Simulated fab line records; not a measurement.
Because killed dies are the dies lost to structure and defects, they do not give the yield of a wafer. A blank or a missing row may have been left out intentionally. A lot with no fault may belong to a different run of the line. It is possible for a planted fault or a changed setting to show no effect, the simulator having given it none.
Which of the tools did it? -- flow n5-finfet -- 24 lots with 72 wafers sampled at 6 steps, on a route of 1938 steps

## WHAT THE GAUGES SHOWED, per wafer
N5_MOL_CONTACT_COAG_CD_MEAS_08 targets a cd of 28 nm. Usual: 28.04 nm for cd-nm, sd 0.24.
lot,measured,on,cd-nm (nm),flag
L074,day 4 13:25,cd-sem-01,27.89 28.07 27.90,
L075,day 4 19:11,cd-sem-02,27.92 27.95 28.02,
L076,day 5 02:17,cd-sem-02,28.12 27.56 27.79,
L077,day 5 07:43,cd-sem-02,28.11 28.21 28.82,
L078,day 5 15:52,cd-sem-01,27.98 28.28 27.91,
L079,day 5 23:24,cd-sem-03,27.94 27.63 28.22,
L080,day 6 04:18,cd-sem-02,27.63 27.75 27.89,
L081,day 6 09:14,cd-sem-01,28.22 28.23 27.39,
L082,day 6 12:49,cd-sem-02,27.72 27.55 27.95,
L083,day 6 19:37,cd-sem-01,28.16 28.39 27.98,
L084,day 7 04:44,cd-sem-02,28.15 28.09 28.16,
L085,day 7 12:28,cd-sem-01,28.09 28.30 28.07,
L086,day 7 16:46,cd-sem-02,28.24 27.94 28.43,
L087,day 7 19:04,cd-sem-02,28.39 28.14 28.11,
L088,day 8 01:32,cd-sem-02,27.96 28.05 28.03,
L089,day 8 08:56,cd-sem-01,27.98 28.46 28.15,
L090,day 8 17:59,cd-sem-01,27.60 28.03 28.14,
L091,day 8 21:59,cd-sem-03,28.52 28.65 27.80,
L092,day 9 04:26,cd-sem-01,28.34 27.91 28.16,
L093,day 9 09:01,cd-sem-02,27.96 28.05 28.19,
L094,day 9 20:31,cd-sem-03,27.56 28.22 27.90,
L095,day 9 23:20,cd-sem-01,27.97 27.77 27.98,
L096,day 10 02:41,cd-sem-01,27.83 27.81 28.07,
L097,day 10 11:03,cd-sem-03,28.02 28.24 27.94,

N5_MOL_CONTACT_COAG_OVL_MEAS_09. Usual: CA_OVL typically reads 0.0 nm, with standard deviation 0.74.
lot,measured,on,CA_OVL (nm),flag
L074,day 4 13:27,overlay-01,0.6 1.1 0.8,
L075,day 4 19:13,overlay-02,-0.1 -0.3 -0.1,
L076,day 5 02:19,overlay-02,-1.3 -0.6 -0.4,
L077,day 5 07:44,overlay-02,-0.7 -0.3 -1.1,
L078,day 5 15:53,overlay-01,0.9 0.1 -0.5,
L079,day 5 23:26,overlay-01,-1.2 -0.1 -1.6,
L080,day 6 04:20,overlay-02,0.4 -0.4 -0.1,
L081,day 6 09:16,overlay-02,0.4 1.0 -1.1,
L082,day 6 12:52,overlay-02,0.8 0.5 -0.2,
L083,day 6 19:38,overlay-02,0.6 1.7 1.3,
L084,day 7 04:46,overlay-01,-0.4 0.2 -0.3,
L085,day 7 12:30,overlay-01,1.0 -0.1 0.4,
L086,day 7 16:48,overlay-01,0.1 0.1 0.6,
L087,day 7 19:06,overlay-02,-0.4 -0.3 -0.5,
L088,day 8 01:34,overlay-02,0.1 -0.4 0.1,
L089,day 8 08:58,overlay-01,0.4 -0.6 -0.9,
L090,day 8 18:01,overlay-01,-0.7 0.4 -0.3,
L091,day 8 22:02,overlay-01,1.0 0.0 0.7,
L092,day 9 04:28,overlay-01,0.1 1.1 0.8,
L093,day 9 09:03,overlay-02,-1.4 0.4 -0.8,
L094,day 9 20:33,overlay-02,1.5 -0.4 1.8,
L095,day 9 23:22,overlay-02,0.4 -1.4 -1.7,
L096,day 10 02:43,overlay-01,-0.3 -0.1 -1.1,
L097,day 10 11:05,overlay-02,0.1 0.9 -0.2,

N5_MOL_CONTACT_COAG_CD_MEAS_40 targets a cd of 25.1 nm. Usual: 25.17 nm for cd-nm, sd 0.26.
lot,measured,on,cd-nm (nm),flag
L074,day 5 00:15,cd-sem-02,24.82 25.56 25.09,
L075,day 5 06:13,cd-sem-01,25.06 24.74 24.86,
L076,day 5 18:49,cd-sem-02,25.06 25.40 24.84,
L077,day 5 20:56,cd-sem-01,24.87 25.28 24.79,
L078,day 6 01:54,cd-sem-03,25.25 25.11 25.44,
L079,day 6 20:16,cd-sem-02,25.65 25.32 25.37,
L080,day 6 19:36,cd-sem-02,25.21 25.27 25.87,
L081,day 6 23:44,cd-sem-01,25.31 25.13 25.32,
L082,day 6 23:09,cd-sem-01,25.38 25.14 24.87,
L083,day 7 07:10,cd-sem-03,25.53 25.37 25.15,
L084,day 7 16:31,cd-sem-02,25.46 25.03 25.09,
L085,day 8 00:45,cd-sem-03,24.94 25.22 24.93,
L086,day 8 05:27,cd-sem-02,25.58 25.34 25.60,
L087,day 8 06:17,cd-sem-01,25.12 25.05 25.07,
L088,day 8 13:00,cd-sem-02,25.42 24.97 25.17,
L089,day 8 20:25,cd-sem-03,25.09 25.23 24.97,
L090,day 9 07:05,cd-sem-03,25.05 25.38 25.37,
L091,day 9 10:35,cd-sem-01,25.31 25.10 24.96,
L092,day 9 14:59,cd-sem-03,25.63 25.43 25.18,
L093,day 9 20:14,cd-sem-01,24.49 25.10 24.95,
L094,day 10 07:26,cd-sem-03,25.18 25.36 25.58,
L095,day 10 11:10,cd-sem-03,24.90 25.18 24.97,
L096,day 10 14:55,cd-sem-03,25.12 25.13 25.04,
L097,day 10 20:53,cd-sem-03,24.93 25.00 25.50,

## WHICH TOOL RAN EACH LOT (tool, then ch and the chambers of the sampled wafers, then the start)
lot,N5_MOL_CONTACT_COAG_ALD_27,N5_MOL_CONTACT_COAG_CMP_28,N5_MOL_CONTACT_COAG_ETCHBACK_135
L074,"ald-sin-04 ch 1,2, day 4 19:41","cmp-02 ch 0,2,3, day 4 21:14","rie-diel-04 ch 1,2, day 4 23:34"
L075,"ald-sin-03 ch 0,2,3, day 5 01:47","cmp-01 ch 0,1,3, day 5 03:21","rie-diel-03 ch 0,1,2, day 5 05:23"
L076,"ald-sin-04 ch 0,1,3, day 5 14:26","cmp-01 ch 0,1,3, day 5 16:04","rie-diel-01 ch 0,3, day 5 18:00"
L077,"ald-sin-03 ch 1,2,3, day 5 16:09","cmp-02 ch 0,2, day 5 17:46","rie-diel-04 ch 1,2,3, day 5 20:14"
L078,"ald-sin-03 ch 0,2,3, day 5 21:13","cmp-02 ch 0,3, day 5 22:47","rie-diel-04 ch 1,2, day 6 01:05"
L079,"ald-sin-03 ch 0,2,3, day 6 15:23","cmp-01 ch 1,2,3, day 6 17:04","rie-diel-01 ch 1,2, day 6 19:35"
L080,"ald-sin-02 ch 0,3, day 6 15:03","cmp-02 ch 2,3, day 6 16:37","rie-diel-01 ch 0,1,3, day 6 18:52"
L081,"ald-sin-03 ch 0,1,3, day 6 19:19","cmp-03 ch 0,1, day 6 20:53","rie-diel-04 ch 2,3, day 6 23:03"
L082,"ald-sin-02 ch 0,3, day 6 18:47","cmp-03 ch 0,2,3, day 6 20:21","rie-diel-03 ch 1,2,3, day 6 22:20"
L083,"ald-sin-04 ch 0,3, day 7 02:31","cmp-01 ch 1,2,3, day 7 04:10","rie-diel-01 ch 1,2, day 7 06:29"
L084,"ald-sin-02 ch 0,3, day 7 11:21","cmp-02 ch 1,2, day 7 12:55","rie-diel-01 ch 0,3, day 7 15:43"
L085,"ald-sin-03 ch 1,2,3, day 7 20:25","cmp-02 ch 0,1,2, day 7 21:59","rie-diel-04 ch 0,3, day 7 23:56"
L086,"ald-sin-02 ch 1,2,3, day 8 00:33","cmp-01 ch 0,1,2, day 8 02:17","rie-diel-01 ch 0,1,3, day 8 04:46"
L087,"ald-sin-04 ch 1,2, day 8 02:11","cmp-03 ch 0,3, day 8 03:47","rie-diel-01 ch 1,2,3, day 8 05:29"
L088,"ald-sin-04 ch 1,2,3, day 8 08:43","cmp-01 ch 0,1,2, day 8 10:22","rie-diel-01 ch 1,2,3, day 8 12:11"
L089,"ald-sin-04 ch 0,2,3, day 8 16:18","cmp-01 ch 0,1,2, day 8 17:52","rie-diel-04 ch 0,2,3, day 8 19:44"
L090,"ald-sin-03 ch 0,3, day 9 02:45","cmp-02 ch 1,2,3, day 9 04:21","rie-diel-04 ch 0,2,3, day 9 06:24"
L091,"ald-sin-03 ch 0,2, day 9 05:05","cmp-02 ch 0,1, day 9 06:40","rie-diel-01 ch 0,1,2, day 9 09:43"
L092,"ald-sin-03 ch 0,1,2, day 9 10:13","cmp-03 ch 1,2,3, day 9 11:47","rie-diel-03 ch 0,1, day 9 14:03"
L093,"ald-sin-03 ch 0,3, day 9 16:08","cmp-01 ch 0,1, day 9 17:42","rie-diel-04 ch 1,3, day 9 19:32"
L094,"ald-sin-04 ch 0,2,3, day 10 03:17","cmp-03 ch 0,1,2, day 10 04:52","rie-diel-03 ch 1,2,3, day 10 06:43"
L095,"ald-sin-04 ch 0,1,2, day 10 06:53","cmp-03 ch 0,2,3, day 10 08:31","rie-diel-01 ch 0,1,3, day 10 10:21"
L096,"ald-sin-02 ch 2,3, day 10 10:25","cmp-01 ch 0,3, day 10 11:59","rie-diel-04 ch 1,2,3, day 10 14:07"
L097,"ald-sin-02 ch 0,1, day 10 16:33","cmp-03 ch 0,3, day 10 18:07","rie-diel-03 ch 0,3, day 10 20:01"
- N5_MOL_CONTACT_COAG_ALD_27: deposits SiOC, target thk 17 nm, pulse time 1.5 s, time 2720 s.
- N5_MOL_CONTACT_COAG_CMP_28: polishes, stops on SiNx, t overpolish 0.85 s, target thk 14.522 nm.
- N5_MOL_CONTACT_COAG_ETCHBACK_135: etches SiO2 in CHF3, target depth 25 nm, time 16.7 s.

## WHAT THE TOOLS THEMSELVES READ (means of the sampled wafers that have a number; where no wafer has one, the mark that the record gives instead)
N5_MOL_CONTACT_COAG_ALD_27. Usual: chamber-pressure-Torr 2.000 Torr, standard deviation 0.0047; heater-power-outer-w 531 W, standard deviation 68; heater-power-w 853 W, standard deviation 96; precursor-pulse-height-rel 1.004, standard deviation 0.019.
lot,tool,chamber-pressure-Torr (Torr),heater-power-outer-w (W),heater-power-w (W),precursor-pulse-height-rel,flag
L074,ald-sin-04,2.003,543,922,1.012,
L075,ald-sin-03,2.001,576,910,1.020,
L076,ald-sin-04,2.004,538,899,1.019,
L077,ald-sin-03,1.999,564,890,1.021,
L078,ald-sin-03,2.000,582,916,1.002,
L079,ald-sin-03,1.998,576,910,1.018,
L080,ald-sin-02,1.997,427,680,1.012,
L081,ald-sin-03,2.000,609,912,1.001,
L082,ald-sin-02,1.996,455,757,1.009,
L083,ald-sin-04,1.999,520,819,1.004,
L084,ald-sin-02,2.007,458,743,1.001,
L085,ald-sin-03,1.996,564,879,0.995,
L086,ald-sin-02,1.999,473,772,1.026,
L087,ald-sin-04,1.999,563,932,1.006,
L088,ald-sin-04,2.001,552,893,0.993,
L089,ald-sin-04,1.994,520,860,1.022,
L090,ald-sin-03,2.003,594,930,1.000,
L091,ald-sin-03,1.994,526,847,1.006,
L092,ald-sin-03,2.000,566,889,1.014,
L093,ald-sin-03,2.001,606,932,1.006,
L094,ald-sin-04,1.999,522,854,1.005,
L095,ald-sin-04,1.997,543,910,0.988,
L096,ald-sin-02,1.999,488,796,0.995,
L097,ald-sin-02,1.999,424,697,1.001,

N5_MOL_CONTACT_COAG_CMP_28. Usual: motor-current-A 12.6 A, standard deviation 1.1; time-to-endpoint-s 4.4 s, standard deviation 2.1.
lot,tool,motor-current-A (A),time-to-endpoint-s (s),flag
L074,cmp-02,12.9,5.4,
L075,cmp-01,12.3,6.2,
L076,cmp-01,12.4,3.0,
L077,cmp-02,12.4,4.4,
L078,cmp-02,12.7,4.8,
L079,cmp-01,11.4,3.3,
L080,cmp-02,13.1,5.5,
L081,cmp-03,13.3,4.3,
L082,cmp-03,12.8,3.4,
L083,cmp-01,11.5,2.4,
L084,cmp-02,12.8,3.8,
L085,cmp-02,12.1,4.9,
L086,cmp-01,12.2,4.5,
L087,cmp-03,12.0,3.2,
L088,cmp-01,12.2,3.6,
L089,cmp-01,12.1,2.6,
L090,cmp-02,13.0,4.8,
L091,cmp-02,12.5,6.5,
L092,cmp-03,13.2,2.3,
L093,cmp-01,12.1,3.5,
L094,cmp-03,13.6,4.4,
L095,cmp-03,13.0,6.1,
L096,cmp-01,13.0,3.6,
L097,cmp-03,12.3,5.3,

N5_MOL_CONTACT_COAG_ETCHBACK_135. Usual: drypump-motor-current-A 5.67 A, standard deviation 0.21; oes_ar_750_au 0.78 a.u., standard deviation 0.083; oes-product-au 0.78 a.u., standard deviation 0.087; rf-vpp-V 530 V, standard deviation 20; showerhead-plenum-p-Torr 2.38 Torr, standard deviation 0.068; throttle-valve-pct 18.80 %, standard deviation 0.18.
lot,tool,drypump-motor-current-A (A),oes_ar_750_au (a.u.),oes-product-au (a.u.),rf-vpp-V (V),showerhead-plenum-p-Torr (Torr),throttle-valve-pct (%),flag
L074,rie-diel-04,5.57,0.71,0.71,534,2.41,18.77,
L075,rie-diel-03,5.75,0.79,0.77,509,2.38,18.74,
L076,rie-diel-01,5.81,0.74,0.74,528,2.34,18.67,
L077,rie-diel-04,5.51,0.72,0.72,535,2.41,18.83,
L078,rie-diel-04,5.72,0.70,0.70,532,2.36,18.79,
L079,rie-diel-01,5.60,0.78,0.80,551,2.43,18.99,
L080,rie-diel-01,5.72,0.79,0.81,534,2.40,18.70,
L081,rie-diel-04,5.29,0.72,0.73,537,2.45,18.87,
L082,rie-diel-03,5.81,0.80,0.79,512,2.36,18.76,
L083,rie-diel-01,5.61,0.77,0.80,551,2.42,18.99,
L084,rie-diel-01,5.82,0.73,0.73,528,2.33,18.69,
L085,rie-diel-04,5.45,0.80,0.82,534,2.41,18.88,
L086,rie-diel-01,5.69,0.78,0.78,534,2.39,18.73,
L087,rie-diel-01,5.69,0.75,0.76,551,2.41,18.86,
L088,rie-diel-01,5.69,0.75,0.76,552,2.41,18.86,
L089,rie-diel-04,5.50,0.77,0.79,534,2.40,18.84,
L090,rie-diel-04,5.50,0.77,0.78,534,2.40,18.84,
L091,rie-diel-01,5.65,0.79,0.80,534,2.40,18.89,
L092,rie-diel-03,5.61,0.75,0.73,501,2.33,18.80,
L093,rie-diel-04,5.67,0.87,0.86,533,2.35,18.57,
L094,rie-diel-03,5.79,0.78,0.75,511,2.35,18.81,
L095,rie-diel-01,5.72,0.85,0.87,534,2.38,18.61,
L096,rie-diel-04,5.54,0.87,0.89,534,2.39,18.61,
L097,rie-diel-03,5.62,0.76,0.74,509,2.31,18.77,

## THE ANSWER, worked out from the rows above alone
Rule: a lot is off if the mean of its wafers that have a number lies more than 3 standard deviations from the usual mean. Also off: a lot with no number at a reading for which 4 or more lots have one. Where the step has rows for the other lots, those lots are counted as sound. First the gauges in route order, then the tools' own readings, where a lot's mean is used as printed above. The first step at which some lot is off is used, and at that step the reading that is off furthest; a lot without a number counts as furthest.
Across all readings shown, no lot is off: no conclusion can be drawn from this.

## WHAT HAD BEEN PUT IN BY THE SIMULATOR
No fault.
